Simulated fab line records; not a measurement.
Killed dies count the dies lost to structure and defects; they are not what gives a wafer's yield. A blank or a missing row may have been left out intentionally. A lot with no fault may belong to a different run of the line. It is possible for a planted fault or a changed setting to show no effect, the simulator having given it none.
Which of the tools did it? + flow n5_finfet + 60 wafers from 20 lots sampled at 6 of the route's 1938 steps

== WHAT THE GAUGES READ, wafer by wafer ==
No reading from a measuring or inspecting step in the record can be judged against a usual standard deviation.

== WHAT TOOL EACH LOT RAN ON (gives the tool, then ch and the chambers of the sampled wafers, and finally the start) ==
| lot  | N5_BEOL_M0_SAQP_SPACER1_ETCHBACK_99 | N5_BEOL_M0_SAQP_MANDREL1_REMOVE_100 | N5_BEOL_M0_SAQP_MANDREL_ETCH_103 | N5_BEOL_M0_SAQP_ETCH_107           | N5_BEOL_M0_SAQP_ETCH_73            | N5_BEOL_M0_STRIP_140               |
|------|-------------------------------------|-------------------------------------|----------------------------------|------------------------------------|------------------------------------|------------------------------------|
| L075 | rie_diel-02 ch 0,3, day 6 00:45     | rie_si-03 ch 0,1,3, day 6 00:50     | rie_si-01 ch 0,1,3, day 6 01:07  | rie_diel-03 ch 0,2,3, day 6 01:43  | rie_diel-03 ch 0,3, day 6 04:03    | rie_diel-05 ch 0,2,3, day 6 06:41  |
| L076 | rie_diel-03 ch 0,2,3, day 6 03:56   | rie_si-03 ch 0,1,3, day 6 04:01     | rie_si-01 ch 0,3, day 6 04:23    | rie_diel-02 ch 0,3, day 6 05:02    | rie_diel-02 ch 1,2,3, day 6 06:56  | rie_diel-05 ch 0,3, day 6 09:07    |
| L077 | rie_diel-02 ch 0,1,3, day 6 12:34   | rie_si-05 ch 0,3, day 6 12:38       | rie_si-03 ch 1,2, day 6 12:56    | rie_diel-01 ch 0,3, day 6 13:31    | rie_diel-03 ch 0,1, day 6 16:13    | rie_diel-04 ch 2,3, day 6 20:49    |
| L078 | rie_diel-03 ch 1,2,3, day 6 23:22   | rie_si-01 ch 1,2,3, day 6 23:27     | rie_si-05 ch 0,2,3, day 6 23:46  | rie_diel-01 ch 0,1,3, day 7 00:29  | rie_diel-03 ch 0,1,2, day 7 02:03  | rie_diel-06 ch 0,1,2, day 7 06:01  |
| L079 | rie_diel-03 ch 1,2,3, day 7 03:25   | rie_si-03 ch 0,2, day 7 03:30       | rie_si-01 ch 2,3, day 7 03:50    | rie_diel-02 ch 0,3, day 7 04:26    | rie_diel-01 ch 2,3, day 7 06:11    | rie_diel-04 ch 0,2,3, day 7 09:43  |
| L081 | rie_diel-03 ch 0,2, day 7 06:47     | rie_si-03 ch 0,2, day 7 06:53       | rie_si-01 ch 0,1,3, day 7 07:12  | rie_diel-03 ch 0,2, day 7 07:47    | rie_diel-03 ch 1,2, day 7 09:18    | rie_diel-06 ch 0,1,3, day 7 13:19  |
| L082 | rie_diel-02 ch 2,3, day 7 13:22     | rie_si-03 ch 0,2,3, day 7 13:29     | rie_si-01 ch 0,1,2, day 7 13:44  | rie_diel-01 ch 2,3, day 7 14:20    | rie_diel-03 ch 0,3, day 7 15:49    | rie_diel-05 ch 1,2, day 7 22:08    |
| L083 | rie_diel-03 ch 0,2,3, day 7 23:59   | rie_si-03 ch 2,3, day 8 00:04       | rie_si-01 ch 0,1, day 8 00:24    | rie_diel-01 ch 0,2,3, day 8 01:13  | rie_diel-01 ch 1,2,3, day 8 03:20  | rie_diel-05 ch 1,2,3, day 8 07:54  |
| L084 | rie_diel-01 ch 0,2, day 8 04:16     | rie_si-05 ch 0,2, day 8 04:21       | rie_si-03 ch 0,1,2, day 8 04:38  | rie_diel-01 ch 1,3, day 8 05:19    | rie_diel-02 ch 0,1, day 8 06:52    | rie_diel-05 ch 0,1, day 8 11:10    |
| L085 | rie_diel-02 ch 0,1,3, day 8 11:47   | rie_si-03 ch 1,2, day 8 11:52       | rie_si-05 ch 1,2,3, day 8 12:10  | rie_diel-03 ch 0,1,2, day 8 12:46  | rie_diel-02 ch 0,3, day 8 14:14    | rie_diel-04 ch 0,1,3, day 8 17:42  |
| L086 | rie_diel-03 ch 0,2,3, day 8 12:01   | rie_si-01 ch 0,1,2, day 8 12:06     | rie_si-03 ch 0,1,3, day 8 12:23  | rie_diel-01 ch 0,2,3, day 8 13:07  | rie_diel-03 ch 1,2,3, day 8 16:13  | rie_diel-06 ch 0,1,2, day 8 18:52  |
| L087 | rie_diel-02 ch 1,2,3, day 8 23:43   | rie_si-01 ch 0,3, day 8 23:49       | rie_si-03 ch 1,2, day 9 00:06    | rie_diel-03 ch 0,2, day 9 00:41    | rie_diel-03 ch 1,2, day 9 02:10    | rie_diel-04 ch 1,3, day 9 07:14    |
| L088 | rie_diel-02 ch 0,3, day 9 02:24     | rie_si-03 ch 0,3, day 9 02:29       | rie_si-01 ch 2,3, day 9 02:47    | rie_diel-01 ch 1,2, day 9 03:22    | rie_diel-03 ch 0,1,2, day 9 05:37  | rie_diel-04 ch 1,2, day 9 07:30    |
| L091 | rie_diel-02 ch 1,3, day 9 18:52     | rie_si-03 ch 1,2,3, day 9 18:56     | rie_si-05 ch 0,3, day 9 19:14    | rie_diel-01 ch 0,1,3, day 9 19:49  | rie_diel-02 ch 0,2,3, day 9 21:20  | rie_diel-04 ch 0,2,3, day 10 01:08 |
| L092 | rie_diel-03 ch 1,2,3, day 10 06:31  | rie_si-03 ch 1,2,3, day 10 06:34    | rie_si-05 ch 0,2,3, day 10 06:51 | rie_diel-03 ch 1,2,3, day 10 07:28 | rie_diel-03 ch 1,2, day 10 08:55   | rie_diel-06 ch 0,1,2, day 10 12:31 |
| L093 | rie_diel-03 ch 0,2,3, day 10 12:51  | rie_si-01 ch 1,2,3, day 10 12:56    | rie_si-05 ch 0,1,2, day 10 13:13 | rie_diel-01 ch 0,2,3, day 10 13:52 | rie_diel-03 ch 0,2,3, day 10 15:27 | rie_diel-05 ch 0,1,2, day 10 17:37 |
| L094 | rie_diel-03 ch 1,2,3, day 10 18:58  | rie_si-03 ch 0,1,3, day 10 19:03    | rie_si-05 ch 0,1,2, day 10 19:20 | rie_diel-02 ch 0,1,3, day 10 20:05 | rie_diel-03 ch 1,2,3, day 10 21:42 | rie_diel-05 ch 0,2,3, day 11 01:00 |
| L095 | rie_diel-01 ch 0,1,3, day 11 04:20  | rie_si-05 ch 0,2, day 11 04:25      | rie_si-05 ch 0,2,3, day 11 04:47 | rie_diel-01 ch 0,1, day 11 05:25   | rie_diel-01 ch 0,2, day 11 08:23   | rie_diel-04 ch 1,2, day 11 10:13   |
| L096 | rie_diel-01 ch 2,3, day 11 09:50    | rie_si-03 ch 1,3, day 11 09:56      | rie_si-05 ch 1,2, day 11 10:28   | rie_diel-02 ch 0,1, day 11 11:13   | rie_diel-03 ch 0,1, day 11 14:37   | rie_diel-06 ch 0,2,3, day 12 02:16 |
| L097 | rie_diel-02 ch 0,1,3, day 11 12:51  | rie_si-05 ch 1,2, day 11 12:56      | rie_si-03 ch 1,3, day 11 13:18   | rie_diel-01 ch 0,1, day 11 13:56   | rie_diel-03 ch 2,3, day 11 16:02   | rie_diel-04 ch 0,1,3, day 12 03:16 |
- N5_BEOL_M0_SAQP_SPACER1_ETCHBACK_99: etches SiO2 in CHF3/O2, target depth 15.4 nm, time 7.7 s.
- N5_BEOL_M0_SAQP_MANDREL1_REMOVE_100: chemistry HBr/Cl2/O2, target a-Si, stops on SiNx, bt time 10 s.
- N5_BEOL_M0_SAQP_MANDREL_ETCH_103: etches a-Si in HBr/Cl2, stops on SiCN, target depth 45 nm, bt time 10 s, time 27 s.
- N5_BEOL_M0_SAQP_ETCH_107: etches SiNx in CH3F/O2, target depth 30 nm.
- N5_BEOL_M0_SAQP_ETCH_73: etches SiARC in CF4, target depth 19.5 nm, time 32.5 s.
- N5_BEOL_M0_STRIP_140: strips in CF4.

== WHAT THE TOOLS THEMSELVES READ (means of the sampled wafers that have a number; where no wafer has one, the mark that the record gives instead) ==
N5_BEOL_M0_SAQP_SPACER1_ETCHBACK_99. Usual: drypump_motor_current_A 5.6 A, standard deviation 0.33; oes_product_au 0.79 a.u., standard deviation 0.09; rf_vpp_V 525 V, standard deviation 9.4; showerhead_plenum_p_Torr 2.43 Torr, standard deviation 0.082; throttle_valve_pct 19.07 %, standard deviation 0.22.
| lot  | tool        | drypump_motor_current_A (A) | oes_product_au (a.u.) | rf_vpp_V (V) | showerhead_plenum_p_Torr (Torr) | throttle_valve_pct (%) | flag |
|------|-------------|-----------------------------|-----------------------|--------------|---------------------------------|------------------------|------|
| L075 | rie_diel-02 | 5.3                         | 0.98                  | 534          | 2.51                            | 18.83                  |      |
| L076 | rie_diel-03 | 5.4                         | 0.76                  | 522          | 2.41                            | 19.12                  |      |
| L077 | rie_diel-02 | 5.5                         | 0.87                  | 532          | 2.48                            | 18.87                  |      |
| L078 | rie_diel-03 | 5.6                         | 0.74                  | 523          | 2.36                            | 19.25                  |      |
| L079 | rie_diel-03 | 5.5                         | 0.75                  | 522          | 2.36                            | 19.25                  |      |
| L081 | rie_diel-03 | 5.4                         | 0.76                  | 528          | 2.41                            | 19.07                  |      |
| L082 | rie_diel-02 | 5.2                         | 0.89                  | 527          | 2.52                            | 19.09                  |      |
| L083 | rie_diel-03 | 5.4                         | 0.75                  | 522          | 2.40                            | 19.16                  |      |
| L084 | rie_diel-01 | 5.6                         | 0.74                  | 523          | 2.45                            | 19.19                  |      |
| L085 | rie_diel-02 | 5.5                         | 0.84                  | 531          | 2.47                            | 18.89                  |      |
| L086 | rie_diel-03 | 5.4                         | 0.75                  | 523          | 2.40                            | 19.17                  |      |
| L087 | rie_diel-02 | 5.4                         | 0.80                  | 526          | 2.49                            | 19.13                  |      |
| L088 | rie_diel-02 | 5.5                         | 0.88                  | 531          | 2.42                            | 18.68                  |      |
| L091 | rie_diel-02 | 5.2                         | 0.86                  | 535          | 2.54                            | 19.07                  |      |
| L092 | rie_diel-03 | 5.6                         | 0.80                  | 526          | 2.45                            | 19.16                  |      |
| L093 | rie_diel-03 | 5.4                         | 0.73                  | 522          | 2.40                            | 19.19                  |      |
| L094 | rie_diel-03 | 5.6                         | 0.80                  | 527          | 2.44                            | 19.16                  |      |
| L095 | rie_diel-01 | 6.0                         | 0.72                  | 525          | 2.36                            | 19.11                  |      |
| L096 | rie_diel-01 | 5.8                         | 0.72                  | 525          | 2.41                            | 19.16                  |      |
| L097 | rie_diel-02 | 5.5                         | 0.82                  | 531          | 2.47                            | 18.92                  |      |

N5_BEOL_M0_SAQP_MANDREL1_REMOVE_100. Usual: drypump_motor_current_A 5.9 A, standard deviation 0.51; he_backside_leak_sccm 2.7 sccm, standard deviation 0.32; oes_product_au 1.001 a.u., standard deviation 0.016; throttle_valve_pct 36.57 %, standard deviation 0.27.
| lot  | tool      | drypump_motor_current_A (A) | he_backside_leak_sccm (sccm) | oes_product_au (a.u.) | throttle_valve_pct (%) | flag |
|------|-----------|-----------------------------|------------------------------|-----------------------|------------------------|------|
| L075 | rie_si-03 | 5.6                         | 2.7                          | 1.010                 | 36.53                  |      |
| L076 | rie_si-03 | 5.6                         | 2.8                          | 1.005                 | 36.53                  |      |
| L077 | rie_si-05 | 5.7                         | 3.2                          | 0.989                 | 36.66                  |      |
| L078 | rie_si-01 | 6.1                         | 3.5                          | 1.003                 | 36.47                  |      |
| L079 | rie_si-03 | 5.8                         | 2.5                          | 1.000                 | 36.87                  |      |
| L081 | rie_si-03 | 5.9                         | 2.5                          | 1.009                 | 36.87                  |      |
| L082 | rie_si-03 | 5.8                         | 2.5                          | 1.001                 | 36.70                  |      |
| L083 | rie_si-03 | 6.3                         | 2.7                          | 0.987                 | 36.65                  |      |
| L084 | rie_si-05 | 5.9                         | 2.6                          | 0.991                 | 36.47                  |      |
| L085 | rie_si-03 | 6.2                         | 2.5                          | 0.967                 | 36.44                  |      |
| L086 | rie_si-01 | 5.8                         | 2.7                          | 1.013                 | 36.61                  |      |
| L087 | rie_si-01 | 6.0                         | 2.6                          | 1.003                 | 36.29                  |      |
| L088 | rie_si-03 | 5.4                         | 2.9                          | 1.013                 | 36.57                  |      |
| L091 | rie_si-03 | 6.0                         | 2.7                          | 0.985                 | 36.48                  |      |
| L092 | rie_si-03 | 6.0                         | 2.7                          | 0.989                 | 36.48                  |      |
| L093 | rie_si-01 | 6.1                         | 2.7                          | 1.005                 | 36.47                  |      |
| L094 | rie_si-03 | 5.6                         | 2.7                          | 1.002                 | 36.54                  |      |
| L095 | rie_si-05 | 5.9                         | 2.7                          | 1.000                 | 36.46                  |      |
| L096 | rie_si-03 | 5.6                         | 3.0                          | 1.004                 | 36.36                  |      |
| L097 | rie_si-05 | 5.7                         | 2.6                          | 1.004                 | 36.39                  |      |

N5_BEOL_M0_SAQP_MANDREL_ETCH_103. Usual: drypump_motor_current_A 5.8 A, standard deviation 0.42; he_backside_leak_sccm 2.80 sccm, standard deviation 0.29; oes_product_au 0.680 a.u., standard deviation 0.014; throttle_valve_pct 35.26 %, standard deviation 0.23.
| lot  | tool      | drypump_motor_current_A (A) | he_backside_leak_sccm (sccm) | oes_product_au (a.u.) | throttle_valve_pct (%) | flag |
|------|-----------|-----------------------------|------------------------------|-----------------------|------------------------|------|
| L075 | rie_si-01 | 5.9                         | 2.65                         | 0.681                 | 35.13                  |      |
| L076 | rie_si-01 | 6.0                         | 2.56                         | 0.684                 | 35.01                  |      |
| L077 | rie_si-03 | 6.2                         | 2.67                         | 0.683                 | 35.17                  |      |
| L078 | rie_si-05 | 5.7                         | 3.02                         | 0.664                 | 35.36                  |      |
| L079 | rie_si-01 | 6.3                         | 2.66                         | 0.681                 | 35.17                  |      |
| L081 | rie_si-01 | 5.9                         | 2.57                         | 0.688                 | 35.13                  |      |
| L082 | rie_si-01 | 5.8                         | 2.71                         | 0.694                 | 35.34                  |      |
| L083 | rie_si-01 | 5.6                         | 2.62                         | 0.693                 | 35.26                  |      |
| L084 | rie_si-03 | 6.0                         | 2.47                         | 0.678                 | 35.39                  |      |
| L085 | rie_si-05 | 5.6                         | 2.87                         | 0.684                 | 35.26                  |      |
| L086 | rie_si-03 | 5.6                         | 2.78                         | 0.681                 | 35.27                  |      |
| L087 | rie_si-03 | 6.5                         | 2.65                         | 0.663                 | 35.36                  |      |
| L088 | rie_si-01 | 6.3                         | 2.60                         | 0.680                 | 35.16                  |      |
| L091 | rie_si-05 | 5.5                         | 3.08                         | 0.693                 | 35.46                  |      |
| L092 | rie_si-05 | 5.7                         | 2.94                         | 0.671                 | 35.35                  |      |
| L093 | rie_si-05 | 5.7                         | 2.73                         | 0.666                 | 35.22                  |      |
| L094 | rie_si-05 | 5.7                         | 2.84                         | 0.675                 | 35.20                  |      |
| L095 | rie_si-05 | 5.7                         | 2.98                         | 0.672                 | 35.35                  |      |
| L096 | rie_si-05 | 5.7                         | 2.52                         | 0.674                 | 35.14                  |      |
| L097 | rie_si-03 | 5.6                         | 2.79                         | 0.686                 | 35.09                  |      |

N5_BEOL_M0_SAQP_ETCH_107. Usual: drypump_motor_current_A 5.8 A, standard deviation 0.36; oes_product_au 0.76 a.u., standard deviation 0.07; rf_vpp_V 299 V, standard deviation 3.8; showerhead_plenum_p_Torr 2.00 Torr, standard deviation 0.067; throttle_valve_pct 16.56 %, standard deviation 0.18.
| lot  | tool        | drypump_motor_current_A (A) | oes_product_au (a.u.) | rf_vpp_V (V) | showerhead_plenum_p_Torr (Torr) | throttle_valve_pct (%) | flag |
|------|-------------|-----------------------------|-----------------------|--------------|---------------------------------|------------------------|------|
| L075 | rie_diel-03 | 5.4                         | 0.75                  | 297          | 2.00                            | 16.60                  |      |
| L076 | rie_diel-02 | 5.3                         | 0.96                  | 303          | 2.09                            | 16.28                  |      |
| L077 | rie_diel-01 | 6.0                         | 0.73                  | 299          | 1.97                            | 16.55                  |      |
| L078 | rie_diel-01 | 6.0                         | 0.74                  | 298          | 1.97                            | 16.56                  |      |
| L079 | rie_diel-02 | 5.5                         | 0.91                  | 301          | 2.02                            | 16.13                  |      |
| L081 | rie_diel-03 | 5.3                         | 0.76                  | 298          | 2.00                            | 16.57                  |      |
| L082 | rie_diel-01 | 5.8                         | 0.74                  | 298          | 2.01                            | 16.56                  |      |
| L083 | rie_diel-01 | 5.9                         | 0.73                  | 298          | 1.99                            | 16.57                  |      |
| L084 | rie_diel-01 | 6.3                         | 0.73                  | 300          | 1.93                            | 16.49                  |      |
| L085 | rie_diel-03 | 5.6                         | 0.83                  | 301          | 2.04                            | 16.49                  |      |
| L086 | rie_diel-01 | 5.9                         | 0.73                  | 297          | 1.99                            | 16.57                  |      |
| L087 | rie_diel-03 | 5.4                         | 0.74                  | 299          | 2.00                            | 16.55                  |      |
| L088 | rie_diel-01 | 5.7                         | 0.73                  | 297          | 2.04                            | 16.66                  |      |
| L091 | rie_diel-01 | 6.1                         | 0.73                  | 299          | 1.96                            | 16.57                  |      |
| L092 | rie_diel-03 | 5.6                         | 0.80                  | 299          | 2.03                            | 16.60                  |      |
| L093 | rie_diel-01 | 5.9                         | 0.73                  | 297          | 1.98                            | 16.60                  |      |
| L094 | rie_diel-02 | 5.5                         | 0.83                  | 302          | 2.05                            | 16.37                  |      |
| L095 | rie_diel-01 | 6.0                         | 0.73                  | 297          | 1.99                            | 16.67                  |      |
| L096 | rie_diel-02 | 5.7                         | 0.79                  | 299          | 1.99                            | 16.22                  |      |
| L097 | rie_diel-01 | 5.9                         | 0.72                  | 297          | 1.99                            | 16.68                  |      |

N5_BEOL_M0_SAQP_ETCH_73. Usual: drypump_motor_current_A 5.6 A, standard deviation 0.32; etch_rf_on_time_s 32.2 s, standard deviation 0.65; oes_product_au 0.67 a.u., standard deviation 0.071; rf_vpp_V 184.3 V, standard deviation 1.3; showerhead_plenum_p_Torr 2.15 Torr, standard deviation 0.068; throttle_valve_pct 15.79 %, standard deviation 0.21.
| lot  | tool        | drypump_motor_current_A (A) | etch_rf_on_time_s (s) | oes_product_au (a.u.) | rf_vpp_V (V) | showerhead_plenum_p_Torr (Torr) | throttle_valve_pct (%) | flag |
|------|-------------|-----------------------------|-----------------------|-----------------------|--------------|---------------------------------|------------------------|------|
| L075 | rie_diel-03 | 5.4                         | 32.3                  | 0.65                  | 184.1        | 2.14                            | 15.76                  |      |
| L076 | rie_diel-02 | 5.4                         | 32.7                  | 0.70                  | 185.0        | 2.22                            | 15.80                  |      |
| L077 | rie_diel-03 | 5.7                         | 31.9                  | 0.62                  | 182.2        | 2.06                            | 15.90                  |      |
| L078 | rie_diel-03 | 5.5                         | 31.9                  | 0.63                  | 183.2        | 2.10                            | 15.85                  |      |
| L079 | rie_diel-01 | 6.1                         | 32.0                  | 0.63                  | 183.1        | 2.11                            | 15.79                  |      |
| L081 | rie_diel-03 | 5.7                         | 31.6                  | 0.62                  | 183.2        | 2.05                            | 15.97                  |      |
| L082 | rie_diel-03 | 5.5                         | 32.1                  | 0.64                  | 184.5        | 2.13                            | 15.89                  |      |
| L083 | rie_diel-01 | 6.0                         | 32.0                  | 0.63                  | 184.2        | 2.13                            | 15.85                  |      |
| L084 | rie_diel-02 | 5.7                         | 33.3                  | 0.65                  | 184.1        | 2.17                            | 15.62                  |      |
| L085 | rie_diel-02 | 5.5                         | 32.3                  | 0.76                  | 185.2        | 2.16                            | 15.42                  |      |
| L086 | rie_diel-03 | 5.6                         | 31.9                  | 0.71                  | 184.8        | 2.17                            | 15.81                  |      |
| L087 | rie_diel-03 | 5.7                         | 31.7                  | 0.76                  | 185.8        | 2.22                            | 15.67                  |      |
| L088 | rie_diel-03 | 5.5                         | 31.7                  | 0.70                  | 183.8        | 2.17                            | 15.73                  |      |
| L091 | rie_diel-02 | 5.5                         | 32.1                  | 0.71                  | 185.3        | 2.17                            | 15.67                  |      |
| L092 | rie_diel-03 | 5.7                         | 31.4                  | 0.74                  | 185.2        | 2.22                            | 15.68                  |      |
| L093 | rie_diel-03 | 5.4                         | 32.3                  | 0.63                  | 184.7        | 2.13                            | 15.89                  |      |
| L094 | rie_diel-03 | 5.6                         | 32.1                  | 0.68                  | 184.5        | 2.17                            | 15.85                  |      |
| L095 | rie_diel-01 | 5.6                         | 32.4                  | 0.61                  | 184.8        | 2.16                            | 15.95                  |      |
| L096 | rie_diel-03 | 5.8                         | 31.7                  | 0.73                  | 185.3        | 2.22                            | 15.64                  |      |
| L097 | rie_diel-03 | 5.4                         | 32.1                  | 0.63                  | 183.9        | 2.13                            | 15.97                  |      |

N5_BEOL_M0_STRIP_140. Usual: drypump_motor_current_A 5.74 A, standard deviation 0.27; oes_product_au 0.81 a.u., standard deviation 0.091; rf_vpp_V 271.2 V, standard deviation 1.8; showerhead_plenum_p_Torr 1.81 Torr, standard deviation 0.06; throttle_valve_pct 13.49 %, standard deviation 0.29.
| lot  | tool        | drypump_motor_current_A (A) | oes_product_au (a.u.) | rf_vpp_V (V) | showerhead_plenum_p_Torr (Torr) | throttle_valve_pct (%) | flag |
|------|-------------|-----------------------------|-----------------------|--------------|---------------------------------|------------------------|------|
| L075 | rie_diel-05 | 5.87                        | 0.77                  | 272.6        | 1.80                            | 13.58                  |      |
| L076 | rie_diel-05 | 5.67                        | 0.76                  | 270.5        | 1.80                            | 13.47                  |      |
| L077 | rie_diel-04 | 5.84                        | 0.82                  | 272.6        | 1.83                            | 13.60                  |      |
| L078 | rie_diel-06 | 5.65                        | 0.85                  | 272.0        | 1.85                            | 13.35                  |      |
| L079 | rie_diel-04 | 5.63                        | 0.75                  | 270.9        | 1.80                            | 13.69                  |      |
| L081 | rie_diel-06 | 5.49                        | 0.78                  | 272.4        | 1.83                            | 13.50                  |      |
| L082 | rie_diel-05 | 6.04                        | 0.86                  | 271.0        | 1.81                            | 13.41                  |      |
| L083 | rie_diel-05 | 5.95                        | 0.81                  | 272.5        | 1.80                            | 13.53                  |      |
| L084 | rie_diel-05 | 5.65                        | 0.82                  | 271.3        | 1.81                            | 13.24                  |      |
| L085 | rie_diel-04 | 5.82                        | 0.82                  | 271.8        | 1.83                            | 13.48                  |      |
| L086 | rie_diel-06 | 5.65                        | 0.83                  | 271.9        | 1.85                            | 13.37                  |      |
| L087 | rie_diel-04 | 6.02                        | 0.89                  | 272.3        | 1.85                            | 13.37                  |      |
| L088 | rie_diel-04 | 5.86                        | 0.84                  | 271.2        | 1.78                            | 13.56                  |      |
| L091 | rie_diel-04 | 5.63                        | 0.73                  | 270.4        | 1.79                            | 13.73                  |      |
| L092 | rie_diel-06 | 5.64                        | 0.82                  | 271.1        | 1.85                            | 13.39                  |      |
| L093 | rie_diel-05 | 5.84                        | 0.81                  | 271.3        | 1.81                            | 13.36                  |      |
| L094 | rie_diel-05 | 5.88                        | 0.82                  | 270.5        | 1.79                            | 13.49                  |      |
| L095 | rie_diel-04 | 5.61                        | 0.74                  | 269.3        | 1.73                            | 13.82                  |      |
| L096 | rie_diel-06 | 5.51                        | 0.85                  | 272.9        | 1.87                            | 13.29                  |      |
| L097 | rie_diel-04 | 5.83                        | 0.88                  | 272.6        | 1.83                            | 13.35                  |      |

== THE ANSWER, worked out from the rows above alone ==
Rule: a lot is off if the mean of its wafers that have a number lies more than 3 standard deviations from the usual mean. A lot without any number at a reading at which 4 lots or more have one is off too. Any other lot the step has rows for is counted as sound. After the gauges, taken in route order, come the tools' own readings; for these a lot's mean is taken, as printed above. The first step at which some lot is off is used, and at that step the reading that is off furthest; a lot without a number counts as furthest.
Nothing can be told from this: no lot is off at any reading shown.

== WHAT HAD BEEN PUT IN BY THE SIMULATOR ==
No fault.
